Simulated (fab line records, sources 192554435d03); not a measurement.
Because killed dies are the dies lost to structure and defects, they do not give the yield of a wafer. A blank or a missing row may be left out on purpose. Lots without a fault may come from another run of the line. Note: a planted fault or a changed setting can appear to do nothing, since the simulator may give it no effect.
Comparing a struck lot with a sound one    flow n5_finfet    19 steps out of a route of 1938
Sound: these wafers, L846.1, L846.4, L846.5. Wafers struck: L836.2, L836.4, L836.5. The cause comes at the end.
Order at every step that has rows: each side's tool, ch and its chambers, its first start. Under that, the readings that differ: sound wafers    struck wafers    difference of the means    sigmas: that difference in standard deviations of wafers without a fault.
alike: same words and numbers on both sides, and readings whose means sit less than 2 such deviations apart. not compared: any withheld reading, any reading some wafer has no value for, any bound like >300 that may hide the same value, and any number with overlapping values for which the record gives no deviation.
A row with sigmas, a row that says differs or no value, or rows on one side alone: a step with any of these is where the two part. Non-overlapping numbers with no deviation appear without sigmas and do not part them. Lack of a reading on every wafer of one side parts them only where that side has two or more wafers.

first, 12 steps without rows for these wafers: N5_FIN_CUT_DESCUM_13 (chemistry O2, time 7 s); N5_FIN_CUT_ETCH_30 (etches underlayer in N2/H2, target depth 13 nm, time 10.4 s); N5_FIN_CUT_ETCH_20 (etches SiARC in CF4, target depth 26 nm, time 43.3 s); N5_FIN_CUT_ETCH_21 (etches SOC in N2/H2, target depth 219 nm, overetch 43.8 nm, time 523.5 s); N5_FIN_CUT_STRIP_23 (strips in N2/H2); N5_FIN_CUT_STRIP_31 (strips in N2/H2); N5_FIN_CUT_STRIP_24 (strips in CF4); N5_FIN_CUT_CUT_ETCH_26 (etches SiNx in CH3F/O2, target depth 39 nm, time 55.7 s); N5_FIN_CUT_CUT_ETCH_27 (etches SiO2 in CHF3/O2, target depth 4 nm, overetch 2 nm, time 4.9 s); N5_FIN_CUT_PRECLEAN_35 (cleans in vHF, time 13.3 s); N5_FIN_CUT_CUT_ETCH_15 (etches Si in HBr/Cl2/O2, target depth 100 nm, bt time 10 s, time 42.4 s); N5_FIN_CUT_CUT_ETCH_28 (etches Si in HBr/Cl2/O2, target depth 6 nm, time 2.4 s).
N5_FIN_CUT_STRIP_22: strips in N2/H2.
  sound on rie_diel-06 ch 1,3, day 7 10:16; struck on rie_diel-03 ch 1,2,3, day 4 22:00
  no value came back on the struck wafers for any of 7 readings (bias_power_w (W), chamber_pressure_mTorr (mTorr) and others); on the sound wafers bias_power_w (W) reads 8.005 7.988 7.978
reading                                   sound  struck         difference  sigmas
model.SOC_of_FIN_CUT_COAT_18.thk_nm (nm)  0 0 0  168 168.6 168  +168        
  not compared: rf_hours_counter_h
then, 3 steps without rows for these wafers: N5_FIN_CUT_PRECLEAN_36 (cleans in O3/DIW, time 60 s); N5_FIN_CUT_SRD_32 (time 30 s); N5_FIN_CUT_UV_OZONE_34 (time 120 s).
N5_FIN_CUT_INSPECT_17: inspects for defects (brightfield).
  sound: defect_inspect-02 at day 7 10:25; struck: defect_inspect-02 at day 4 22:10
reading           sound        struck          difference  sigmas
raw_defect_count  272 121 110  2696 2538 2591  +2441       +35
N5_BEOL_M4_RC_MEAS_101:
  the record has rows for the sound wafers here (prober-02 ch 0, day 13 05:14) and none for the struck ones
-- here the record skips 10 days between the struck wafers' starts before and after, leaving off in module BEOL_M4 and picking up in module PASSIVATION (first step shown: number 1936 of the route) --
N5_PASSIVATION_PROBE_49:
  sound: prober-01 at day 17 16:04; struck: prober-01 at day 15 01:31
reading                   sound           struck          difference  sigmas
defect_limited_yield (%)  91.4 93.7 93.2  1.9 1.8 2.0     -90.9       -65
killed_at_contacts        6 5 6           28 16 19        +15         +2
killed_at_front_end       40 23 31        1081 1106 1099  +1064       +97
killed_dies               102 74 80       1158 1159 1156  +1072       +63
killed_on_rim             14 15 11        138 141 138     +126        +35
sort_bin_4_leakage (%)    0.17 0 0.08     0 0 0           +0          -2
sort_bin_5_function (%)   5.4 3.1 3.6     94.2 95.4 95.7  +91.1       +99 or more
sort_n_pass               1076 1106 1099  22 21 24        -1071       -63
sort_yield_pct (%)        91.2 93.7 93.1  1.9 1.8 2.0     -90.8       -65
  alike: killed_at_M0_to_M3, killed_at_M4_up, killed_at_other, killed_open, killed_short, sort_bin_6_memory

## WHERE THEY PART
At N5_FIN_CUT_STRIP_22 first; at N5_PASSIVATION_PROBE_49 last (within this record only).

WHY: whatever the simulator had introduced
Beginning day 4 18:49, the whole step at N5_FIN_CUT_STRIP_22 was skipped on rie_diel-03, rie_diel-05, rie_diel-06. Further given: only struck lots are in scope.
